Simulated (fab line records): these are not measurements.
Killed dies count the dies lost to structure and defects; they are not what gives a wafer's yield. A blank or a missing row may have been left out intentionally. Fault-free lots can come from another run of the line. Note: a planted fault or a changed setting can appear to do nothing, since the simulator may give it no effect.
Which of the tools did it? ; flow n5_finfet ; 9 lots, 27 wafers sampled, at 5 steps of a route of 1938

== WHAT THE GAUGES SHOWED, per wafer ==
N5_DUMMY_GATE_THK_MEAS_05.
lot;measured;on;thk_nm (nm)
L367;day 3 01:28;film_metro-01;72.7 72.2 72.5
L369;day 3 12:22;film_metro-01;71.8 72.0 72.2
L370;day 3 18:39;film_metro-02;72.1 73.0 72.2
L373;day 4 17:27;film_metro-01;70.4 72.6 71.5
L376;day 5 06:49;film_metro-02;73.5 72.4 72.5
L381;day 6 14:47;film_metro-02;69.3 70.4 96.2
L383;day 7 00:44;film_metro-01;73.2 71.4 73.5
L387;day 7 22:07;film_metro-02;72.6 72.5 72.6
L388;day 8 06:26;film_metro-01;70.8 71.3 71.5

== WHICH TOOL RAN EACH LOT (tool, then ch and the chambers of the sampled wafers, then the start) ==
lot;N5_STI_FIN_REVEAL_DENSIFY_30;N5_STI_FIN_REVEAL_ETCHBACK_08;N5_STI_FIN_REVEAL_STRIP_24;N5_DUMMY_GATE_CMP_04
L367;rtp_anneal-01 ch 0, day 2 17:52;rie_diel-03 ch 1,3, day 2 18:13;rie_diel-03 ch 1,3, day 2 18:15;cmp-04 ch 1,3, day 3 01:13
L369;rtp_anneal-02 ch 0, day 3 04:46;rie_diel-01 ch 1,3, day 3 05:02;rie_diel-01 ch 1,3, day 3 05:05;cmp-03 ch 2,3, day 3 12:10
L370;rtp_anneal-01 ch 0, day 3 11:02;rie_diel-01 ch 0,2, day 3 11:21;rie_diel-01 ch 0,2, day 3 11:23;cmp-01 ch 1,2,3, day 3 18:28
L373;rtp_anneal-01 ch 0, day 4 09:56;rie_diel-03 ch 0,1,2, day 4 10:04;rie_diel-03 ch 0,1,2, day 4 10:05;cmp-01 ch 1,2,3, day 4 17:18
L376;rtp_anneal-01 ch 0, day 4 23:16;rie_diel-03 ch 1,2, day 4 23:29;rie_diel-03 ch 1,2, day 4 23:31;cmp-04 ch 0,1, day 5 06:35
L381;rtp_anneal-01 ch 0, day 6 04:34;rie_diel-03 ch 0,1,2, day 6 04:47;rie_diel-03 ch 0,1,2, day 6 04:49;cmp-04 ch 0,2,3, day 6 14:32
L383;rtp_anneal-01 ch 0, day 6 16:42;rie_diel-05 ch 1,2, day 6 16:53;rie_diel-05 ch 1,2, day 6 16:55;cmp-03 ch 0,2,3, day 7 00:30
L387;rtp_anneal-02 ch 0, day 7 14:41;rie_diel-03 ch 0,1,2, day 7 14:53;rie_diel-03 ch 0,1,2, day 7 14:56;cmp-01 ch 0,2,3, day 7 21:55
L388;rtp_anneal-01 ch 0, day 7 22:40;rie_diel-01 ch 0,1,3, day 7 22:54;rie_diel-01 ch 0,1,3, day 7 22:56;cmp-01 ch 2,3, day 8 06:11
- N5_STI_FIN_REVEAL_DENSIFY_30
- N5_STI_FIN_REVEAL_ETCHBACK_08: etches SiO2 in C4F6/O2, target depth 30.5 nm, time 10.167 s.
- N5_STI_FIN_REVEAL_STRIP_24: strips in N2/H2, time 90 s.
- N5_DUMMY_GATE_CMP_04: polishes a-Si.

== THE ANSWER, worked out from the rows above alone ==
Rule: the usual values come from the lots themselves. Put in order of their means at a reading, lots are off if they are a third of the lots or fewer, leave a main group of 4 or more, and stand apart from it by a gap of 3 or more times the standard deviation of the main group's means; of several such gaps the widest counts. The tables above print the reading to a certain number of digits; a main group whose means all agree to those digits is not used. A lot without any number at a reading at which 4 lots or more have one is off too. The other lots that the step has rows for count as sound.
Off at N5_DUMMY_GATE_THK_MEAS_05 (thk_nm): L381. Mean 72.2 nm and standard deviation 0.55 in the main group.
A tool fits if, at a process step before that reading, it ran every lot that is off, and no sound lot after the first of them. The gauges at N5_DUMMY_GATE_THK_MEAS_05 are tried like those tools. One fits: cmp-04 at N5_DUMMY_GATE_CMP_04. A fault onset in the window from L376 (day 5 06:35, its last sound lot) to L381 (day 6 14:32, its first lot off) fits.

== WHAT THE SIMULATOR PUT IN ==
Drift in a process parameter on cmp-04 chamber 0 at N5_DUMMY_GATE_CMP_04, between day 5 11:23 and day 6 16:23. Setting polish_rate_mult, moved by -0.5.
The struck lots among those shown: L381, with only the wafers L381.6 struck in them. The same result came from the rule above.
